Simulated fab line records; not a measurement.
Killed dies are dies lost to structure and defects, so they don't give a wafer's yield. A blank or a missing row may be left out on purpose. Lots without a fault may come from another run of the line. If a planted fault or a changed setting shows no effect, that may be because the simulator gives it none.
Which of the tools did it? || flow nandHarc || Sampling: 14 lots, 42 wafers, 3 of 1302 route steps

## WHAT EACH GAUGE READ, for each wafer
NHARC_A_M1_CD_MEAS_09: target cd 120 nm.
{"lot": "L858", "measured": "day 23 01:01", "on": "cdSem-03", "cdNm (nm)": "119.7 120.1 119.8"}
{"lot": "L859", "measured": "day 23 10:47", "on": "cdSem-02", "cdNm (nm)": "119.6 120.2 120.0"}
{"lot": "L861", "measured": "day 23 18:18", "on": "cdSem-01", "cdNm (nm)": "119.8 119.4 120.0"}
{"lot": "L860", "measured": "day 24 03:19", "on": "cdSem-03", "cdNm (nm)": "119.8 120.1 119.6"}
{"lot": "L863", "measured": "day 25 04:51", "on": "cdSem-03", "cdNm (nm)": "120.5 120.1 120.3"}
{"lot": "L862", "measured": "day 25 12:53", "on": "cdSem-03", "cdNm (nm)": "119.8 120.4 120.2"}
{"lot": "L872", "measured": "day 28 23:15", "on": "cdSem-03", "cdNm (nm)": "107.1 106.7 107.3"}
{"lot": "L873", "measured": "day 29 01:34", "on": "cdSem-01", "cdNm (nm)": "107.6 107.4 108.0"}
{"lot": "L871", "measured": "day 29 05:44", "on": "cdSem-02", "cdNm (nm)": "120.0 119.8 120.9"}
{"lot": "L874", "measured": "day 29 07:27", "on": "cdSem-02", "cdNm (nm)": "119.7 120.0 120.4"}
{"lot": "L877", "measured": "day 30 17:02", "on": "cdSem-03", "cdNm (nm)": "119.7 120.0 119.4"}
{"lot": "L876", "measured": "day 30 19:08", "on": "cdSem-02", "cdNm (nm)": "120.5 120.5 120.7"}
{"lot": "L880", "measured": "day 32 06:12", "on": "cdSem-01", "cdNm (nm)": "119.7 119.8 119.4"}
{"lot": "L881", "measured": "day 33 01:25", "on": "cdSem-02", "cdNm (nm)": "119.6 120.2 119.5"}

## EACH LOT AND THE TOOL THAT RAN IT (in order: tool; ch and the chambers of the sampled wafers; start)
{"lot": "L858", "NHARC_A_M0_DEGAS_28": "pvdSputter-03, day 22 22:00", "NHARC_A_M1_PEB_07": "lithoTrack-04 ch 0, day 23 00:56"}
{"lot": "L859", "NHARC_A_M0_DEGAS_28": "pvdSputter-01, day 23 07:40", "NHARC_A_M1_PEB_07": "lithoTrack-04 ch 0, day 23 10:43"}
{"lot": "L861", "NHARC_A_M0_DEGAS_28": "pvdSputter-02, day 23 15:22", "NHARC_A_M1_PEB_07": "lithoTrack-06 ch 0, day 23 18:13"}
{"lot": "L860", "NHARC_A_M0_DEGAS_28": "pvdSputter-02, day 24 00:22", "NHARC_A_M1_PEB_07": "lithoTrack-06 ch 0, day 24 03:14"}
{"lot": "L863", "NHARC_A_M0_DEGAS_28": "pvdSputter-02, day 25 01:59", "NHARC_A_M1_PEB_07": "lithoTrack-06 ch 0, day 25 04:47"}
{"lot": "L862", "NHARC_A_M0_DEGAS_28": "pvdSputter-03, day 25 10:05", "NHARC_A_M1_PEB_07": "lithoTrack-04 ch 0, day 25 12:48"}
{"lot": "L872", "NHARC_A_M0_DEGAS_28": "pvdSputter-01, day 28 20:19", "NHARC_A_M1_PEB_07": "lithoTrack-01 ch 0, day 28 23:10"}
{"lot": "L873", "NHARC_A_M0_DEGAS_28": "pvdSputter-01, day 28 22:39", "NHARC_A_M1_PEB_07": "lithoTrack-01 ch 0, day 29 01:29"}
{"lot": "L871", "NHARC_A_M0_DEGAS_28": "pvdSputter-01, day 29 02:45", "NHARC_A_M1_PEB_07": "lithoTrack-06 ch 0, day 29 05:40"}
{"lot": "L874", "NHARC_A_M0_DEGAS_28": "pvdSputter-01, day 29 03:55", "NHARC_A_M1_PEB_07": "lithoTrack-06 ch 0, day 29 07:22"}
{"lot": "L877", "NHARC_A_M0_DEGAS_28": "pvdSputter-02, day 30 14:04", "NHARC_A_M1_PEB_07": "lithoTrack-06 ch 0, day 30 16:57"}
{"lot": "L876", "NHARC_A_M0_DEGAS_28": "pvdSputter-01, day 30 16:19", "NHARC_A_M1_PEB_07": "lithoTrack-04 ch 0, day 30 19:04"}
{"lot": "L880", "NHARC_A_M0_DEGAS_28": "pvdSputter-03, day 32 02:53", "NHARC_A_M1_PEB_07": "lithoTrack-04 ch 0, day 32 06:07"}
{"lot": "L881", "NHARC_A_M0_DEGAS_28": "pvdSputter-03, day 32 22:23", "NHARC_A_M1_PEB_07": "lithoTrack-06 ch 0, day 33 01:20"}
- NHARC_A_M0_DEGAS_28: time 60 s.
- NHARC_A_M1_PEB_07: peb time 65 s.

## AS READ BY THE TOOLS THEMSELVES (means over the sampled wafers that have a number; for cases with no such wafer, the mark the record gives instead)
NHARC_A_M0_DEGAS_28.
{"lot": "L858", "tool": "pvdSputter-03", "heaterPowerW (W)": 358}
{"lot": "L859", "tool": "pvdSputter-01", "heaterPowerW (W)": 357}
{"lot": "L861", "tool": "pvdSputter-02", "heaterPowerW (W)": 351}
{"lot": "L860", "tool": "pvdSputter-02", "heaterPowerW (W)": 366}
{"lot": "L863", "tool": "pvdSputter-02", "heaterPowerW (W)": 362}
{"lot": "L862", "tool": "pvdSputter-03", "heaterPowerW (W)": 383}
{"lot": "L872", "tool": "pvdSputter-01", "heaterPowerW (W)": 377}
{"lot": "L873", "tool": "pvdSputter-01", "heaterPowerW (W)": 357}
{"lot": "L871", "tool": "pvdSputter-01", "heaterPowerW (W)": 344}
{"lot": "L874", "tool": "pvdSputter-01", "heaterPowerW (W)": 386}
{"lot": "L877", "tool": "pvdSputter-02", "heaterPowerW (W)": 379}
{"lot": "L876", "tool": "pvdSputter-01", "heaterPowerW (W)": 355}
{"lot": "L880", "tool": "pvdSputter-03", "heaterPowerW (W)": 359}
{"lot": "L881", "tool": "pvdSputter-03", "heaterPowerW (W)": 359}

NHARC_A_M1_PEB_07.
{"lot": "L858", "tool": "lithoTrack-04", "heaterPowerTotalW (W)": 156.5, "plateTempC (C)": 100.05}
{"lot": "L859", "tool": "lithoTrack-04", "heaterPowerTotalW (W)": 156.2, "plateTempC (C)": 100.07}
{"lot": "L861", "tool": "lithoTrack-06", "heaterPowerTotalW (W)": 156.4, "plateTempC (C)": 100.10}
{"lot": "L860", "tool": "lithoTrack-06", "heaterPowerTotalW (W)": 156.5, "plateTempC (C)": 99.90}
{"lot": "L863", "tool": "lithoTrack-06", "heaterPowerTotalW (W)": 156.6, "plateTempC (C)": 100.10}
{"lot": "L862", "tool": "lithoTrack-04", "heaterPowerTotalW (W)": 157.0, "plateTempC (C)": 100.07}
{"lot": "L872", "tool": "lithoTrack-01", "heaterPowerTotalW (W)": 149.1, "plateTempC (C)": 96.66}
{"lot": "L873", "tool": "lithoTrack-01", "heaterPowerTotalW (W)": 149.6, "plateTempC (C)": 96.77}
{"lot": "L871", "tool": "lithoTrack-06", "heaterPowerTotalW (W)": 157.1, "plateTempC (C)": 99.95}
{"lot": "L874", "tool": "lithoTrack-06", "heaterPowerTotalW (W)": 156.4, "plateTempC (C)": 100.04}
{"lot": "L877", "tool": "lithoTrack-06", "heaterPowerTotalW (W)": 156.9, "plateTempC (C)": 100.11}
{"lot": "L876", "tool": "lithoTrack-04", "heaterPowerTotalW (W)": 156.5, "plateTempC (C)": 99.99}
{"lot": "L880", "tool": "lithoTrack-04", "heaterPowerTotalW (W)": 156.7, "plateTempC (C)": 100.10}
{"lot": "L881", "tool": "lithoTrack-06", "heaterPowerTotalW (W)": 156.0, "plateTempC (C)": 99.95}

## THE ANSWER, worked out from the rows above alone
Rule: what is usual is taken from the lots themselves. The widest of any qualifying gaps counts: lots, ordered by their means at a reading, are off when they make up no more than a third of the lots, leave a main group of 4 or more, and stand apart from it by 3 or more times the standard deviation of that group's means. Not used: any main group whose means are identical at the precision the tables above print for the reading. A lot without any number at a reading at which 4 lots or more have one is off too. Any other lot the step has rows for is counted as sound. The gauges are gone through in route order, then the tools' own readings, and for those a lot's mean is taken as printed above. At the first step where some lot is off, the reading lying furthest off is the one used; lots without a number count as furthest.
Off, at NHARC_A_M1_CD_MEAS_09 on cdNm: L872, L873. Main group: mean 120.0 nm, sd 0.27.
If a tool, at a process step before that reading, ran all the lots that are off and no sound lot after the first of them, it fits. The gauges at NHARC_A_M1_CD_MEAS_09 aren't tried: what is off there is off at NHARC_A_M1_PEB_07 too, on other tools, and a gauge's error can't cause that. One fits: NHARC_A_M1_PEB_07 on lithoTrack-01. It ran no sound lot before its first lot that is off in this sample, so the start can't be narrowed down.
The tool's own readings at NHARC_A_M1_PEB_07 bear it out: on the lots that are off they differ by more than 5 times the standard deviation of the sound lots' means. heaterPowerTotalW reads 149.3 W there against 156.6 W on the sound lots; plateTempC reads 96.72 C there against 100.04 C on the sound lots.

## WHAT HAD BEEN PUT IN BY THE SIMULATOR
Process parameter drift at NHARC_A_M1_PEB_07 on lithoTrack-01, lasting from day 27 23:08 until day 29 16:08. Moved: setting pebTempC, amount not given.
Struck lots among those shown: L872, L873. This agrees with what the rule above found.
